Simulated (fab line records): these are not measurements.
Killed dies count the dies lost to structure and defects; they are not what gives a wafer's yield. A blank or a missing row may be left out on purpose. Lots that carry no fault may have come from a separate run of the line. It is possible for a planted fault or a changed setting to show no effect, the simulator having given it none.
Which tool did it? + flow n5Finfet + 24 wafers from 9 lots sampled at 3 of the route's 1938 steps

## WHAT EACH GAUGE READ, for each wafer
N5_BEOL_M3_OCD_MEAS_38.
| lot  | measured     | on     | trenchDepthNm (nm) |
|------|--------------|--------|--------------------|
| L886 | day 7 14:46  | ocd-01 | 53.9 54.1 56.3     |
| L887 | day 7 17:41  | ocd-02 | 54.8 54.4          |
| L888 | day 7 20:21  | ocd-01 | 53.7 54.0 57.2     |
| L891 | day 8 14:02  | ocd-01 | 53.7 54.1 56.0     |
| L892 | day 8 22:43  | ocd-02 | 53.3 54.1 56.8     |
| L893 | day 9 06:17  | ocd-02 | 37.2 39.7 39.9     |
| L894 | day 9 18:05  | ocd-02 | 39.7 38.9 37.1     |
| L900 | day 11 04:45 | ocd-02 | 56.7 56.8          |
| L908 | day 13 00:31 | ocd-02 | 53.9 54.6          |

## TOOL THAT RAN EACH LOT (tool first, then ch and the chambers of the sampled wafers, then the start)
| lot  | N5_BEOL_M3_ETCH_69               | N5_BEOL_M3_TRENCH_ETCH_37        |
|------|----------------------------------|----------------------------------|
| L886 | rieDiel-01 ch 0,1,2, day 7 06:58 | rieDiel-04 ch 0,1,2, day 7 14:36 |
| L887 | rieDiel-02 ch 2, day 7 16:29     | rieDiel-04 ch 0,1, day 7 17:31   |
| L888 | rieDiel-04 ch 0,1,2, day 7 19:08 | rieDiel-02 ch 0,2,3, day 7 20:12 |
| L891 | rieDiel-02 ch 1,2,3, day 8 13:19 | rieDiel-04 ch 0,1,2, day 8 13:52 |
| L892 | rieDiel-04 ch 0,2, day 8 19:20   | rieDiel-02 ch 0,2,3, day 8 22:34 |
| L893 | rieDiel-02 ch 1,2, day 9 03:40   | rieDiel-04 ch 0,3, day 9 06:08   |
| L894 | rieDiel-04 ch 0,2,3, day 9 13:08 | rieDiel-04 ch 1,2,3, day 9 17:55 |
| L900 | rieDiel-02 ch 2,3, day 11 02:58  | rieDiel-01 ch 0,2, day 11 04:35  |
| L908 | rieDiel-02 ch 2,3, day 12 23:16  | rieDiel-02 ch 1,3, day 13 00:21  |
- N5_BEOL_M3_ETCH_69: etches SiARC in CF4, target depth 15.6 nm, time 26 s.
- N5_BEOL_M3_TRENCH_ETCH_37: etches SiOC in C4F6/O2, target depth 55.555 nm, time 29.2 s.

## THE ANSWER, worked out from the rows above alone
Rule: the usual values come from the lots themselves. The widest of any qualifying gaps counts: lots, ordered by their means at a reading, are off when they make up no more than a third of the lots, leave a main group of 4 or more, and stand apart from it by 3 or more times the standard deviation of that group's means. Not used: any main group whose means are identical at the precision the tables above print for the reading. A lot without any number at a reading at which 4 lots or more have one is off too. All remaining lots with rows at the step are treated as sound.
Off at N5_BEOL_M3_OCD_MEAS_38 (trenchDepthNm): L893, L894. For the main group the mean is 55.0 nm and the standard deviation 0.76.
If a tool, at a process step before that reading, ran all the lots that are off and no sound lot after the first of them, it fits. Those tools and the gauges at N5_BEOL_M3_OCD_MEAS_38 are tried in the same way. One candidate fits, namely rieDiel-04 at N5_BEOL_M3_TRENCH_ETCH_37. A fault onset in the window from L891 (day 8 13:52, its last sound lot) to L893 (day 9 06:08, its first lot off) fits.

## WHAT THE SIMULATOR HAD PUT IN
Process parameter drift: rieDiel-04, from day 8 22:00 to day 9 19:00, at N5_BEOL_M3_TRENCH_ETCH_37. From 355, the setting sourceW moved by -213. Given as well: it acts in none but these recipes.
Lots struck among those shown: L893, L894. The rule given above showed the same thing.
